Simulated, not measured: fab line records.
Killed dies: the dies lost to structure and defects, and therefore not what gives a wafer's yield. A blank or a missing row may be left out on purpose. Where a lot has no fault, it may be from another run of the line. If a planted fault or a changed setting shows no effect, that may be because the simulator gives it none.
Chamber matching / flow n5_finfet / N5_BEOL_M3_PRE_CLEAN_60 on cvd_co-02: 3 sister chambers
The step time 15 s. 6 wafers are shown with their chamber, then 9 later ones without.

## EACH WAFER AND ITS CHAMBER
wafer=L080.4; chamber=2; heater_power_w (W)=98
wafer=L089.4; chamber=0; heater_power_w (W)=90
wafer=L089.6; chamber=1; heater_power_w (W)=69
wafer=L090.1; chamber=2; heater_power_w (W)=98
wafer=L090.3; chamber=1; heater_power_w (W)=69
wafer=L090.6; chamber=0; heater_power_w (W)=91

## WAFERS MISSING THEIR CHAMBER
wafer=L092.4; heater_power_w (W)=68
wafer=L092.5; heater_power_w (W)=102
wafer=L092.6; heater_power_w (W)=90
wafer=L093.1; heater_power_w (W)=99
wafer=L093.2; heater_power_w (W)=67
wafer=L093.4; heater_power_w (W)=99
wafer=L094.2; heater_power_w (W)=102
wafer=L094.5; heater_power_w (W)=100
wafer=L094.6; heater_power_w (W)=70

## CHAMBER TAKEN BY EACH
wafer=L092.4; from the rows above=1; in truth=1
wafer=L092.5; from the rows above=2; in truth=2
wafer=L092.6; from the rows above=0; in truth=0
wafer=L093.1; from the rows above=2; in truth=2
wafer=L093.2; from the rows above=1; in truth=1
wafer=L093.4; from the rows above=2; in truth=2
wafer=L094.2; from the rows above=2; in truth=2
wafer=L094.5; from the rows above=2; in truth=2
wafer=L094.6; from the rows above=1; in truth=1
Placed correctly: 9 of 9. Number that these rows cannot place: 0. Wrongly placed: 0.
How it was worked out, from the rows above alone: a wafer's distance from a chamber is the root of the sum, over the readings, of the square of ((its reading less the chamber's mean) divided by the reading's scatter). If the next closest chamber is less than 2 further off than the closest, the wafer can't be placed; otherwise it belongs to the closest. For every chamber, the mean is computed from those of its wafers that are shown. The scatter: the root of (the sum of the squares of (reading less its chamber's mean) over the shown wafers, divided by (wafers less chambers)).
